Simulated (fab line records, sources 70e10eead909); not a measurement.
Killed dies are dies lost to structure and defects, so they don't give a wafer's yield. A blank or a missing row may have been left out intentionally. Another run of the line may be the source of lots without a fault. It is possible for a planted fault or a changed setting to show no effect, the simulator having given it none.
Which tool did it? | flow nandHarc | 10 lots with 30 wafers sampled at 5 steps, on a route of 1302 steps

WHAT EACH GAUGE READ, for each wafer
NHARC_A_CONTACT_CD_MEAS_08: target cd 200 nm. Usual: 199.8 nm for cdNm, sd 0.44.
lot  | measured     | on       | cdNm (nm)         | flag
L622 | day 22 12:13 | cdSem-02 | 199.9 199.3 200.2 | 
L623 | day 22 14:20 | cdSem-02 | 199.0 199.7 199.7 | 
L633 | day 27 07:35 | cdSem-02 | 200.4 200.2 199.9 | 
L639 | day 29 17:53 | cdSem-02 | 199.9 199.9 199.0 | 
L641 | day 29 19:09 | cdSem-03 | 200.1 199.3 199.5 | 
L640 | day 29 23:05 | cdSem-01 | 199.1 199.4 199.1 | 
L642 | day 31 01:19 | cdSem-03 | 200.4 199.9 199.2 | 
L643 | day 31 10:49 | cdSem-01 | 200.5 199.8 199.7 | 
L645 | day 31 23:12 | cdSem-01 | 200.1 200.1 200.3 | 
L644 | day 32 16:52 | cdSem-01 | 199.4 199.9 199.8 | 

NHARC_END_SORT_01. Usual: killedAtArray 51, standard deviation 18; killedAtOther 1.0, standard deviation 1.2; killedAtPeriphery 3.7, standard deviation 2.9; killedDies 55, standard deviation 19; killedOpen 3.5, standard deviation 1.9; killedShort 2.6, standard deviation 1.6.
lot  | measured     | on        | killedAtArray | killedAtOther | killedAtPeriphery | killedDies | killedOpen | killedShort | flag
L622 | day 24 18:29 | prober-02 | 19 19 12      | 1 1 1         | 1 0 3             | 21 20 16   | 3 5 2      | 2 1 1       | 
L633 | day 29 11:43 | prober-01 | 649 26 35     | 0 0 0         | 0 5 3             | 649 31 38  | 6 5 3      | 2 2 3       | OFF
L639 | day 31 19:50 | prober-01 | 55 50 49      | 0 0 0         | 1 4 3             | 56 54 52   | 1 4 0      | 3 2 0       | 
L641 | day 31 20:42 | prober-02 | 51 66 33      | 3 4 3         | 5 0 1             | 59 70 37   | 6 1 3      | 7 3 4       | 
L640 | day 32 03:34 | prober-01 | 54 58 51      | 1 4 1         | 6 5 3             | 61 67 55   | 5 6 2      | 1 3 1       | 
L642 | day 33 11:44 | prober-02 | 65 54 53      | 0 1 1         | 4 5 4             | 69 60 58   | 3 2 5      | 4 6 1       | 
L643 | day 33 15:25 | prober-01 | 39 27 62      | 1 1 3         | 5 3 1             | 45 31 66   | 7 6 4      | 4 1 3       | 

EACH LOT AND THE TOOL THAT RAN IT (in order: tool; ch and the chambers of the sampled wafers; start)
lot  | NHARC_A_CONTACT_DESCUM_13         | NHARC_A_CONTACT_ETCH_89           | NHARC_A_CONTACT_ETCH_98
L622 | rieDiel-09 ch 1,2, day 22 12:25   | rieDiel-09 ch 2,3, day 22 12:37   | rieDiel-13 ch 2,3, day 24 18:29 or earlier
L623 | rieDiel-03 ch 0,1, day 22 14:31   | rieDiel-03 ch 0,1,2, day 22 14:41 | rieDiel-03 ch 0,1,3, no start
L633 | rieDiel-03 ch 0,1,2, day 27 07:47 | rieDiel-03 ch 0,1, day 27 07:57   | rieDiel-03 ch 0,1, day 29 11:43 or earlier
L639 | rieDiel-03 ch 0,3, day 29 18:04   | rieDiel-03 ch 0,1, day 29 18:14   | rieDiel-13 ch 0,1,3, day 31 19:50 or earlier
L641 | rieDiel-03 ch 0,3, day 29 19:20   | rieDiel-03 ch 0,1,3, day 29 19:31 | rieDiel-03 ch 0,2, day 31 20:42 or earlier
L640 | rieDiel-13 ch 0,2, day 29 23:17   | rieDiel-13 ch 0,2, day 29 23:29   | rieDiel-03 ch 0,2,3, day 32 03:34 or earlier
L642 | rieDiel-03 ch 0,1,3, day 31 01:31 | rieDiel-03 ch 0,1,3, day 31 01:50 | rieDiel-03 ch 2,3, day 33 11:44 or earlier
L643 | rieDiel-03 ch 1,2, day 31 10:59   | rieDiel-03 ch 1,2, day 31 11:10   | rieDiel-03 ch 0,1, day 33 15:25 or earlier
L645 | rieDiel-09 ch 0,3, day 31 23:23   | rieDiel-09 ch 0,2, day 31 23:37   | rieDiel-03 ch 1,2, no start
L644 | rieDiel-03 ch 1,2,3, day 32 17:03 | rieDiel-03 ch 2,3, day 32 17:20   | rieDiel-03 ch 0,2,3, no start
- NHARC_A_CONTACT_DESCUM_13: chemistry O2, time 3 s.
- NHARC_A_CONTACT_ETCH_89: etches the open film in N2/H2, target depth 260 nm, time 475.3 s.
- NHARC_A_CONTACT_ETCH_98: etches the open film in C4F6/O2, target depth 20 nm, time 10 s.

WHAT THE TOOLS THEMSELVES READ (means of the sampled wafers that have a number; where no wafer has one, the mark that the record gives instead)
NHARC_A_CONTACT_DESCUM_13. Usual: drypumpMotorCurrentA 5.8 A, standard deviation 0.36; oesProductAu 1.000 a.u., standard deviation 0.013; rfVppV 57.9 V, standard deviation 0.98; showerheadPlenumPTorr 1.91 Torr, standard deviation 0.1; throttleValvePct 11.311 %, standard deviation 0.009.
lot  | tool       | drypumpMotorCurrentA (A) | oesProductAu (a.u.) | rfVppV (V) | showerheadPlenumPTorr (Torr) | throttleValvePct (%) | flag
L622 | rieDiel-09 | 6.1                      | 1.021               | 57.9       | 1.95                         | 11.311               | 
L623 | rieDiel-03 | 5.9                      | 0.994               | 56.1       | 1.83                         | 11.309               | 
L633 | rieDiel-03 | 5.9                      | 1.000               | 57.8       | 1.87                         | 11.310               | 
L639 | rieDiel-03 | 5.8                      | 1.002               | 58.0       | 1.86                         | 11.306               | 
L641 | rieDiel-03 | 5.8                      | 0.999               | 58.2       | 1.86                         | 11.316               | 
L640 | rieDiel-13 | 5.1                      | 0.997               | 58.1       | 1.98                         | 11.318               | 
L642 | rieDiel-03 | 5.8                      | 0.997               | 58.0       | 1.92                         | 11.305               | 
L643 | rieDiel-03 | 5.9                      | 0.988               | 58.8       | 1.93                         | 11.313               | 
L645 | rieDiel-09 | 5.3                      | 0.985               | 57.9       | 1.94                         | 11.318               | 
L644 | rieDiel-03 | 5.8                      | 0.996               | 57.4       | 1.87                         | 11.317               | 

NHARC_A_CONTACT_ETCH_89. Usual: drypumpMotorCurrentA 5.8 A, standard deviation 0.36; oesProductAu 1.000 a.u., standard deviation 0.013; rfVppV 431 V, standard deviation 3.1; runLengthS 496.7 s, standard deviation 0.42; showerheadPlenumPTorr 2.04 Torr, standard deviation 0.11; throttleValvePct 14.170 %, standard deviation 0.0095.
lot  | tool       | drypumpMotorCurrentA (A) | oesProductAu (a.u.) | rfVppV (V) | runLengthS (s) | showerheadPlenumPTorr (Torr) | throttleValvePct (%) | flag
L622 | rieDiel-09 | 6.1                      | 1.002               | 433        | 496.5          | 2.15                         | 14.175               | 
L623 | rieDiel-03 | 5.9                      | 0.999               | 431        | 496.7          | 2.00                         | 14.175               | 
L633 | rieDiel-03 | 5.8                      | 0.993               | 429        | 451.7          | 2.00                         | 14.185               | OFF
L639 | rieDiel-03 | 5.8                      | 0.992               | 432        | 496.6          | 2.11                         | 14.175               | 
L641 | rieDiel-03 | 5.8                      | 1.000               | 431        | 496.9          | 2.05                         | 14.172               | 
L640 | rieDiel-13 | 5.0                      | 0.994               | 433        | 496.6          | 2.12                         | 14.181               | 
L642 | rieDiel-03 | 5.8                      | 0.995               | 430        | 496.7          | 2.05                         | 14.166               | 
L643 | rieDiel-03 | 5.9                      | 0.997               | 431        | 496.5          | 2.05                         | 14.163               | 
L645 | rieDiel-09 | 5.8                      | 0.994               | 428        | 496.8          | 1.99                         | 14.170               | 
L644 | rieDiel-03 | 5.9                      | 1.008               | 429        | 496.7          | 1.99                         | 14.177               | 

NHARC_A_CONTACT_ETCH_98. Usual: for c4f6FlowSccm, 25.00 sccm with a standard deviation of 0.068; for drypumpMotorCurrentA, 5.8 A with a standard deviation of 0.31; for oesProductAu, 0.950 a.u. with a standard deviation of 0.017; for rfVppV, 546 V with a standard deviation of 3.8; for runLengthS, 31.1 s with a standard deviation of 0.34; for showerheadPlenumPTorr, 3.89 Torr with a standard deviation of 0.18; for throttleValvePct, 26.903 % with a standard deviation of 0.0088.
lot  | tool       | c4f6FlowSccm (sccm) | drypumpMotorCurrentA (A) | oesProductAu (a.u.) | rfVppV (V) | runLengthS (s) | showerheadPlenumPTorr (Torr) | throttleValvePct (%) | flag
L622 | rieDiel-13 | 25.06               | 5.5                      | 0.952               | 548        | 30.9           | 3.93                         | 26.897               | 
L623 | rieDiel-03 | 25.01               | 5.8                      | 0.939               | 544        | 31.0           | 3.76                         | 26.903               | 
L633 | rieDiel-03 | 25.03               | 5.9                      | 0.957               | 543        | 30.9           | 3.75                         | 26.901               | 
L639 | rieDiel-13 | 24.99               | 5.6                      | 0.939               | 546        | 30.7           | 3.90                         | 26.904               | 
L641 | rieDiel-03 | 24.92               | 6.0                      | 0.944               | 549        | 31.0           | 4.03                         | 26.898               | 
L640 | rieDiel-03 | 25.02               | 5.9                      | 0.950               | 547        | 30.9           | 3.93                         | 26.904               | 
L642 | rieDiel-03 | 24.93               | 5.9                      | 0.946               | 545        | 31.1           | 3.84                         | 26.908               | 
L643 | rieDiel-03 | 24.88               | 5.9                      | 0.955               | 549        | 31.1           | 4.04                         | 26.901               | 
L645 | rieDiel-03 | 24.95               | 5.9                      | 0.934               | 548        | 31.3           | 3.95                         | 26.908               | 
L644 | rieDiel-03 | 25.02               | 6.0                      | 0.946               | 547        | 31.2           | 3.92                         | 26.897               | 

THE ANSWER, worked out from the rows above alone
Rule: lot off if the mean of its wafers having a number is beyond 3 standard deviations from the usual mean. A lot without any number at a reading at which 4 lots or more have one is off too. The other lots that the step has rows for count as sound. After the gauges, taken in route order, come the tools' own readings; for these a lot's mean is taken, as printed above. The first step at which some lot is off is used, and at that step the reading that is off furthest; a lot without a number counts as furthest.
Off at NHARC_END_SORT_01 (killedAtArray): L633. Neither off nor sound, because the step has no rows for them: L623, L645, L644.
A tool fits if, at a process step before that reading, it ran every lot that is off, and no sound lot after the first of them. The gauges at NHARC_END_SORT_01 aren't tried: what is off there is off at NHARC_A_CONTACT_ETCH_89 too, on other tools, and a gauge's error can't cause that. Because NHARC_A_CONTACT_ETCH_98 lacks a start for some lots, the hours and order of its lots are taken from NHARC_END_SORT_01. Not one of the candidates tried fits.

WHAT THE SIMULATOR HAD PUT IN
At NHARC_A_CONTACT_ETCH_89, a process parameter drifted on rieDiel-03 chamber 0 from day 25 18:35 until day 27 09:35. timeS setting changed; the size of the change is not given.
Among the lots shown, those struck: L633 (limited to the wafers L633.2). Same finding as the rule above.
